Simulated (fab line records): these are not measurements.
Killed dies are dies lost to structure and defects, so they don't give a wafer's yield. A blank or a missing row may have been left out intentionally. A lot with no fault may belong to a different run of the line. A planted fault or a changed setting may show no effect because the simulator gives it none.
Split-lot trial | flow n5-finfet | route with 1938 steps; 7 lots, 21 wafers read

ABOUT THE SPLIT
At N5_SDB_COAT_05 (resist thk 90 nm), the setting spin-rpm was moved away from the recipe's 1500 rpm on 4 of the 21 wafers read, by -6.5% to +9.2%. This setting was run at the recipe's value on the other wafers.

FROM THE SPLIT TO THE READING: what the file shows between them, 3 steps
- N5_SDB_EBR_07
- N5_SDB_SOFTBAKE_06: time 60 s
- N5_SDB_DESCUM_16: chemistry O2, time 7.9 s

THE READING
CAR-ArF_of_SDB_COAT_05.thk-nm (the simulator's own value, which no gauge read), in nm, at N5_SDB_ETCH_17 (etches SiARC in CF4, target depth 23.4 nm, time 39 s). The file gives no usual value for it. Across the 17 wafers here that went through the recipe, the average is 66.8 nm and the standard deviation 0.34 nm.

wafer  | tool, chamber at the split | spin-rpm as run, rpm | against the recipe | CAR-ArF_of_SDB_COAT_05.thk-nm, nm | against lot-mates on the recipe
L074.1 | litho-track-01, 0          | 1500                 | recipe             | 67                                | -
L074.3 | litho-track-01, 0          | 1500                 | recipe             | 67.2                              | -
L074.5 | litho-track-01, 0          | 1500                 | recipe             | 67.2                              | -
L077.3 | litho-track-04, 0          | 1500                 | recipe             | 67                                | -
L077.4 | litho-track-04, 0          | 1500                 | recipe             | 66.4                              | -
L077.5 | litho-track-04, 0          | 1500                 | recipe             | 66.4                              | -
L081.3 | litho-track-01, 0          | 1402                 | -6.5%              | 70                                | +3.5
L081.5 | litho-track-01, 0          | 1500                 | recipe             | 66.6                              | -
L081.6 | litho-track-01, 0          | 1500                 | recipe             | 66.4                              | -
L085.3 | litho-track-04, 0          | 1500                 | recipe             | 66.4                              | -
L085.4 | litho-track-04, 0          | 1500                 | recipe             | 67                                | -
L085.5 | litho-track-04, 0          | 1500                 | recipe             | 66.6                              | -
L089.1 | litho-track-03, 0          | 1500                 | recipe             | 67.4                              | -
L089.3 | litho-track-03, 0          | 1500                 | recipe             | 66.8                              | -
L089.5 | litho-track-03, 0          | 1500                 | recipe             | 66.4                              | -
L093.2 | litho-track-03, 0          | 1500                 | recipe             | 66.6                              | -
L093.5 | litho-track-03, 0          | 1638                 | +9.2%              | 62.8                              | -3.8
L093.6 | litho-track-03, 0          | 1638                 | +9.2%              | 62.8                              | -3.8
L096.1 | litho-track-03, 0          | 1500                 | recipe             | 67.2                              | -
L096.2 | litho-track-03, 0          | 1500                 | recipe             | 67                                | -
L096.5 | litho-track-03, 0          | 1583                 | +5.5%              | 64.8                              | -2.3

FIT RESULTS
A straight line over all 21 wafers: CAR-ArF_of_SDB_COAT_05.thk-nm changes by -0.438 nm for each +1% of spin-rpm; r = -0.98; the points scatter about the line by 0.34 nm.
The same after taking each lot's own level away (the mean of its wafers on the recipe; 21 wafers): -0.439 nm for each +1%; r = -0.98; scatter 0.28 nm.
The reading moves by 4 nm for the largest change in spin-rpm, on that fit.
The lots' own levels span 66.50 to 67.13 nm, that is 1.9 times the standard deviation above.
The two slopes are in agreement: the lot-to-lot level therefore moves the slope only a little.
Check: for one of the wafers moved furthest among these (+9.2%), held out of the fit, the line's prediction against its lot-mates is -4.08 nm. Against them it came out at -3.8 nm.

THE WHOLE CHAIN: every reading that the file lists as answering this split, in the file's order
step             | what it does                                         | reading                                                                        | change (the file's fit)               | r (the file's)
N5_SDB_COAT_05   | resist thk 90 nm                                     | CAR-ArF_of_SDB_COAT_05.thk-nm (the simulator's own value, which no gauge read) | -0.426 nm for each +1% of the setting | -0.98
N5_SDB_DESCUM_16 | chemistry O2, time 7.9 s                             | CAR-ArF_of_SDB_COAT_05.thk-nm (the simulator's own value, which no gauge read) | -0.438 nm for each +1% of the setting | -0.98
N5_SDB_ETCH_17   | etches SiARC in CF4, target depth 23.4 nm, time 39 s | CAR-ArF_of_SDB_COAT_05.thk-nm (the simulator's own value, which no gauge read) | -0.447 nm for each +1% of the setting | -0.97

FILE'S OWN FIT
CAR-ArF_of_SDB_COAT_05.thk-nm changes by -0.447 nm for each +1% of spin-rpm, r = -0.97.
